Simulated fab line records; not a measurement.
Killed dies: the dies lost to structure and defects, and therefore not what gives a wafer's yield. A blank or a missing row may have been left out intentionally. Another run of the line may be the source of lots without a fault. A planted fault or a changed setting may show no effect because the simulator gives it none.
Struck lot and sound lot, side by side ; flow nand harc ; 42 steps out of a route of 1159
Sound: wafers L354.1, L354.4, L354.6. Struck: wafers L366.1, L366.4, L366.5. The cause is named last.
Per side, at each step with rows, come the tool, then ch with its chambers, and then its first start. Under that, the readings that differ: sound wafers ; struck wafers ; difference of the means ; sigmas: that difference in standard deviations of wafers without a fault.
alike: same words and numbers on both sides, and readings whose means sit less than 2 such deviations apart. not compared: any withheld reading, any reading some wafer has no value for, any bound like >300 that may hide the same value, and any number with overlapping values for which the record gives no deviation.
A row with sigmas, a row that says differs or no value, or rows on one side alone: a step with any of these is where the two part. Non-overlapping numbers with no deviation appear without sigmas and do not part them. Lack of a reading on every wafer of one side parts them only where that side has two or more wafers.

NHARC_A_CONTACT_INSPECT_71:
  sound on defect inspect-02 at day 17 17:22; struck on defect inspect-01 at day 20 03:48
  alike: raw defect count
then, 5 steps without rows for these wafers: NHARC_A_CONTACT_DESCUM_74 (chemistry O2, time 3 s); NHARC_A_CONTACT_ETCH_75 (etches the open film in CF4, target depth 39 nm, time 65 s); NHARC_A_CONTACT_ETCH_76 (etches the open film in N2/H2, target depth 260 nm, time 475.3 s); NHARC_A_CONTACT_ETCH_77 (etches the open film in CF4/CHF3, target depth 72.6 nm, time 36.3 s); NHARC_A_CONTACT_ETCH_78 (etches the open film in O2/COS, target depth 2800 nm, time 728 s).
NHARC_A_CONTACT_ETCH_124: etches the open film in C4F8/O2/Ar, time 140 s, target depth 700 nm.
  sound on har cap etch-02 ch 0,1, day 17 18:34; struck on har cap etch-02 ch 1, day 20 05:01
  not compared: rf hours counter h
then, 5 steps without rows for these wafers: NHARC_A_CONTACT_ETCH_125 (etches the open film in C4F8/O2/Ar, time 155 s, target depth 956 nm); NHARC_A_CONTACT_ETCH_126 (etches the open film in C4F8/O2/Ar, time 155 s, target depth 956 nm); NHARC_A_CONTACT_ETCH_127 (etches the open film in C4F8/O2/Ar, time 155 s, target depth 956 nm); NHARC_A_CONTACT_ETCH_128 (etches the open film in C4F8/O2/Ar, time 155 s, target depth 956 nm); NHARC_A_CONTACT_ETCH_129 (etches the open film in C4F8/O2/Ar, time 155 s, target depth 956 nm).
NHARC_A_CONTACT_ETCH_130: etches the open film in C4F8/O2/Ar, time 155 s, target depth 956 nm.
  sound on har cap etch-02 ch 0,1, day 17 19:28; struck on har cap etch-02 ch 1, day 20 05:56
  not compared: rf hours counter h
NHARC_A_CONTACT_ETCH_131: etches the open film in C4F8/O2/Ar, time 155 s, target depth 956 nm.
  sound on har cap etch-02 ch 0,1, day 17 19:37; struck on har cap etch-02 ch 1, day 20 06:04
  not compared: rf hours counter h
then, 1 step without rows for these wafers: NHARC_A_CONTACT_ETCH_132 (etches the open film in C4F8/O2/Ar, time 156 s, target depth 958 nm).
NHARC_A_CONTACT_ETCH_133: etches the open film in C4F8/O2/Ar, time 195 s, target depth 840 nm.
  sound on har cap etch-02 ch 0,1, day 17 19:53; struck on har cap etch-02 ch 1, day 20 06:22
  not compared: rf hours counter h
NHARC_A_CONTACT_ETCH_91: etches the open film in CH3F/O2, target depth 40 nm, time 85.7 s.
  sound on rie diel-11 ch 0,3, day 17 20:27; struck on rie diel-11 ch 0,3, day 20 06:56
  alike: drypump motor current A, oes product au, rf vpp V, showerhead plenum p Torr, throttle valve pct
  not compared: rf hours counter h
then, 1 step without rows for these wafers: NHARC_A_CONTACT_ETCH_97 (etches the open film in C4F6/O2, target depth 20 nm, time 10 s).
NHARC_A_CONTACT_CD_MEAS_80:
  sound on cd sem-03 at day 17 20:40; struck on cd sem-03 at day 20 07:09
  alike: cd nm
then, 18 steps without rows for these wafers: NHARC_A_CONTACT_STRIP_103 (strips in N2/H2); NHARC_A_CONTACT_STRIP_104 (strips in CF4/CHF3); NHARC_A_CONTACT_STRIP_105 (strips in O2/COS); NHARC_A_CONTACT_ETCH_106 (etches the open film in CF4/O2, target depth 60 nm, overetch 6 nm, time 33 s); NHARC_A_CONTACT_STRIP_82 (strips in O2); NHARC_A_CONTACT_STRIP_83 (strips in post etch residue remover, time 600 s); NHARC_A_CONTACT_DEP_84 (deposits aC, target thk 2000 nm); NHARC_A_CONTACT_DEP_85 (deposits SiON, target thk 50 nm); NHARC_A_CONTACT_DEHYDRATE_00 (time 120 s); NHARC_A_CONTACT_HMDS_01 (time 30 s); NHARC_A_CONTACT_COAT_86 (time 75 s); NHARC_A_CONTACT_COAT_87 (time 65 s); NHARC_A_CONTACT_COAT_02 (resist thk 90 nm); NHARC_A_CONTACT_SOFTBAKE_03 (time 55 s); NHARC_A_CONTACT_EBR_04; NHARC_A_CONTACT_EXPOSE_05 (exposes mask A CC); NHARC_A_CONTACT_PEB_06 (peb time 65 s); NHARC_A_CONTACT_DEVELOP_07 (develop time 35 s).
NHARC_A_CONTACT_CD_MEAS_08: target cd 100 nm.
  sound on cd sem-01 ch 0, day 18 00:30; struck on cd sem-02 ch 0, day 20 10:08
  alike: cd nm
NHARC_A_CONTACT_OVL_MEAS_09:
  sound on overlay-02 at day 18 00:35; struck on overlay-02 at day 20 10:14
  alike: overlay x nm, overlay y nm
then, 1 step without rows for these wafers: NHARC_A_CONTACT_DESCUM_13 (chemistry O2, time 3 s).
NHARC_A_CONTACT_ETCH_88: etches the open film in CF4, target depth 39 nm, time 65 s.
  sound on rie diel-11 ch 0,2,3, day 18 00:49; struck on rie diel-11 ch 0,1,3, day 20 10:47
  alike: cf4 flow sccm, drypump motor current A, oes product au, rf vpp V, showerhead plenum p Torr, throttle valve pct
  not compared: rf hours counter h
-- jump in the record: it breaks off in module A_CONTACT and resumes in module END (first step shown: number 1159 of the route), and 2 days separate the struck wafers' starts before and after --
NHARC_END_SORT_01:
  here the record holds rows for the struck wafers (prober-02 ch 0, day 22 11:43) but none for the sound ones

WHERE THEY PART
NHARC_END_SORT_01 only, going by this record.

WHY: whatever the simulator had introduced
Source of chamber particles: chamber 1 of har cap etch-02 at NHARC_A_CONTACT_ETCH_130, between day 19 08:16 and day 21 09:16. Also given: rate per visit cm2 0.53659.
